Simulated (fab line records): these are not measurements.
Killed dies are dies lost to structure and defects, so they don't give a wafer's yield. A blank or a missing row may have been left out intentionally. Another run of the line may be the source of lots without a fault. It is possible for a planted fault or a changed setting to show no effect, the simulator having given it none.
Chamber matching + flow nand_harc + NHARC_A_STAIRCASE_DEP_417 on pecvd-01 has 3 sister chambers
The step deposits Si3N4, target thk 60 nm. 18 wafers are shown with their chamber, then 9 later ones without.

EACH WAFER AND ITS CHAMBER
| wafer  | chamber | heater_power_w (W) |
|--------|---------|--------------------|
| L074.2 | 1       | 551                |
| L074.3 | 0       | 780                |
| L074.4 | 1       | 560                |
| L077.1 | 1       | 660                |
| L077.5 | 0       | 757                |
| L077.6 | 2       | 642                |
| L078.1 | 1       | 610                |
| L078.2 | 0       | 774                |
| L078.4 | 2       | 690                |
| L080.1 | 2       | 694                |
| L080.3 | 0       | 794                |
| L080.6 | 2       | 670                |
| L081.1 | 2       | 721                |
| L081.2 | 0       | 792                |
| L081.6 | 1       | 658                |
| L089.1 | 0       | 775                |
| L089.5 | 2       | 655                |
| L089.6 | 1       | 608                |

SIGNATURES, as means of the wafers listed above
| reading        | chamber 0 | chamber 1 | chamber 2 | scatter within a chamber |
|----------------|-----------|-----------|-----------|--------------------------|
| heater_power_w | 778.67    | 607.83    | 678.67    | 32.5                     |
Rule: distance of a wafer from a chamber = root of the sum over the readings of ((wafer's reading minus chamber's mean) / reading's scatter) squared. If the next closest chamber is less than 2 further off than the closest, the wafer can't be placed; otherwise it belongs to the closest. The scatter: take each reading less its chamber's mean, square it, sum over the shown wafers, divide by the number of wafers less the number of chambers, and take the root.

WAFERS MISSING THEIR CHAMBER
| wafer  | heater_power_w (W) |
|--------|--------------------|
| L087.1 | 742                |
| L087.3 | 711                |
| L087.4 | 623                |
| L090.4 | 745                |
| L090.5 | 560                |
| L090.6 | 722                |
| L095.1 | 696                |
| L095.2 | 638                |
| L095.4 | 777                |

EACH ONE'S CHAMBER
| wafer  | from the rows above     | in truth |
|--------|-------------------------|----------|
| L087.1 | can't be placed: 0 or 2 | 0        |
| L087.3 | can't be placed: 2 or 0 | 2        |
| L087.4 | can't be placed: 1 or 2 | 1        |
| L090.4 | can't be placed: 0 or 2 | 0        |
| L090.5 | 1                       | 1        |
| L090.6 | can't be placed: 2 or 0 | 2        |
| L095.1 | 2                       | 2        |
| L095.2 | can't be placed: 1 or 2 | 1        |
| L095.4 | 0                       | 0        |
3 of 9 placed correctly. Can't be placed from these rows: 6 (the true chamber is among the candidates in 6). Number placed wrongly: 0.
